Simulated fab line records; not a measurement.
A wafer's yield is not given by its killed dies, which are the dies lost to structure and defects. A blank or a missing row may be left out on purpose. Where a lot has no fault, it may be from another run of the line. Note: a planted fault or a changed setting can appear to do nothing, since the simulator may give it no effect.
A struck lot beside a sound one	flow nand_harc	14 out of 1159 route steps
Sound: these wafers, L985.1, L985.3, L985.4. Wafers struck: L977.3, L977.4. At the end, the cause is stated.
Per side, at each step with rows, come the tool, then ch with its chambers, and then its first start. Under that, the readings that differ: sound wafers	struck wafers	difference of the means	sigmas: that difference in standard deviations of wafers without a fault.
alike: words and numbers the same on both sides, and readings whose means are apart by under 2 such deviations; not compared: readings that were withheld, readings missing a value for some wafer, numbers with overlapping values and no deviation given by the record, and bounds like >300 which may hide the same value.
Wherever a step has rows on one side only, a row that says differs or no value, or a row with sigmas, the two part there. Non-overlapping numbers with no deviation appear without sigmas and do not part them. Lack of a reading on every wafer of one side parts them only where that side has two or more wafers.

first, 9 steps without rows for these wafers: NHARC_A_STAIRCASE_DEHYDRATE_176 (time 120 s); NHARC_A_STAIRCASE_HMDS_177 (time 30 s); NHARC_A_STAIRCASE_COAT_178; NHARC_A_STAIRCASE_SOFTBAKE_179 (time 170 s); NHARC_A_STAIRCASE_EBR_180; NHARC_A_STAIRCASE_EXPOSE_181 (exposes mask STAIR 2); NHARC_A_STAIRCASE_PEB_182 (peb time 130 s); NHARC_A_STAIRCASE_DEVELOP_183 (time 140 s); NHARC_A_STAIRCASE_HARDBAKE_185 (time 140 s).
NHARC_A_STAIRCASE_DESCUM_186: chemistry O2, time 3 s.
  sound on rie_diel-06 ch 0,1,2, day 16 02:53; struck on rie_diel-07 ch 2,3, day 14 02:53
reading	sound	struck	difference	sigmas
rf_hours_counter_h (h)	40 37 38	30 30	-8	
  alike: chamber_pressure_mTorr, drypump_motor_current_A, oes_product_au, rf_vpp_V, showerhead_plenum_p_Torr, throttle_valve_pct
NHARC_A_STAIRCASE_TRIM_187: chemistry O2, time 211.2 s.
  sound on rie_diel-06 ch 0,1,2, day 16 02:58; struck on rie_diel-07 ch 0,2, day 14 02:59
reading	sound	struck	difference	sigmas
rf_hours_counter_h (h)	38 37 40	29 30	-9	
  alike: chamber_pressure_mTorr, drypump_motor_current_A, oes_product_au, rf_vpp_V, showerhead_plenum_p_Torr, throttle_valve_pct
NHARC_A_STAIRCASE_ETCH_188: etches the open film in C4F8/O2, target depth 100 nm, time 40.5 s.
  sound on rie_diel-06 ch 0,2,3, day 16 03:08; struck on rie_diel-07 ch 2,3, day 14 03:08
reading	sound	struck	difference	sigmas
rf_fwd_power_W (W)	591 598 591	- -	no value on the struck wafers	
rf_hours_counter_h (h)	37 40 40	30 30	-9	
run_length_s (s)	61.94 61.87 62.12	49.99 49.92	-12.02	-43
  alike: chamber_pressure_mTorr, oes_product_au, rf_vpp_V
NHARC_A_STAIRCASE_TRIM_189: chemistry O2, time 211.2 s.
  sound on rie_diel-06 ch 0,1,3; struck on rie_diel-07 ch 2,3
reading	sound	struck	difference	sigmas
rf_hours_counter_h (h)	38 40 40	30 30	-9	
  alike: chamber_pressure_mTorr, drypump_motor_current_A, oes_product_au, rf_vpp_V, showerhead_plenum_p_Torr, throttle_valve_pct
-- record jumps: 8 days between struck wafers' starts before vs after; left off in module A_STAIRCASE, resumes in module END, first step shown is number 1159 of the route --
NHARC_END_SORT_01:
  at this point the record logs the struck wafers (prober-02 ch 0, day 22 03:30) and has no rows for the sound ones

WHERE THEY PART
Last at NHARC_END_SORT_01 as far as this record goes, first at NHARC_A_STAIRCASE_ETCH_188.

WHY: the cause the simulator had injected
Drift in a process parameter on rie_diel-07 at NHARC_A_STAIRCASE_ETCH_188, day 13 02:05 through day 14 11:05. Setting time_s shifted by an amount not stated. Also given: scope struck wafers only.
